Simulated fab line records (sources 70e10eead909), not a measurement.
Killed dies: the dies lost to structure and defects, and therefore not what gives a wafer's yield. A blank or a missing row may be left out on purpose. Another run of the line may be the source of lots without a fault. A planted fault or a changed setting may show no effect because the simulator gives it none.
Matching of chambers | flow nand-harc | rie-diel-02 running NHARC_P_M0_DESCUM_14: 4 sister chambers
The step chemistry O2, time 3 s. 8 wafers are shown with their chamber, then 12 later ones without.

== WAFERS, EACH WITH ITS CHAMBER ==
wafer  | chamber | drypump-motor-current-A (A) | showerhead-plenum-p-Torr (Torr)
L085.5 | 2       | 5.3                         | 1.79
L092.1 | 3       | 6.0                         | 2.00
L093.2 | 0       | 5.7                         | 1.99
L093.3 | 2       | 5.3                         | 1.79
L093.4 | 1       | 5.0                         | 1.99
L095.1 | 1       | 5.0                         | 1.98
L095.2 | 3       | 6.1                         | 2.00
L095.5 | 0       | 5.7                         | 1.99

== WAFERS WITH NO CHAMBER GIVEN ==
wafer  | drypump-motor-current-A (A) | showerhead-plenum-p-Torr (Torr)
L094.1 | 5.3                         | 1.79
L094.2 | 5.0                         | 1.98
L094.5 | 5.0                         | 1.98
L096.1 | 6.1                         | 2.00
L096.3 | 5.3                         | 1.78
L096.4 | 5.0                         | 1.98
L097.1 | 5.7                         | 1.99
L097.3 | 6.1                         | 2.00
L097.4 | 5.0                         | 1.98
L097.2 | 5.3                         | 1.78
L097.5 | 5.3                         | 1.78
L097.6 | 5.0                         | 1.98

== CHAMBER TAKEN BY EACH ==
wafer  | from the rows above | in truth
L094.1 | 2                   | 2
L094.2 | 1                   | 1
L094.5 | 1                   | 1
L096.1 | 3                   | 3
L096.3 | 2                   | 2
L096.4 | 1                   | 1
L097.1 | 0                   | 0
L097.3 | 3                   | 3
L097.4 | 1                   | 1
L097.2 | 2                   | 2
L097.5 | 2                   | 2
L097.6 | 1                   | 1
Correct placement for 12 of the 12. Number that these rows cannot place: 0. Wrongly placed: 0.
How it was worked out, from the rows above alone: a wafer's distance from a chamber is the root of the sum, over the readings, of the square of ((its reading less the chamber's mean) divided by the reading's scatter). The wafer belongs to the nearest chamber; if the next one is less than 2 further off, it can't be placed. Each chamber's mean is taken over the wafers shown for it. The scatter: the root of (the sum of the squares of (reading less its chamber's mean) over the shown wafers, divided by (wafers less chambers)).
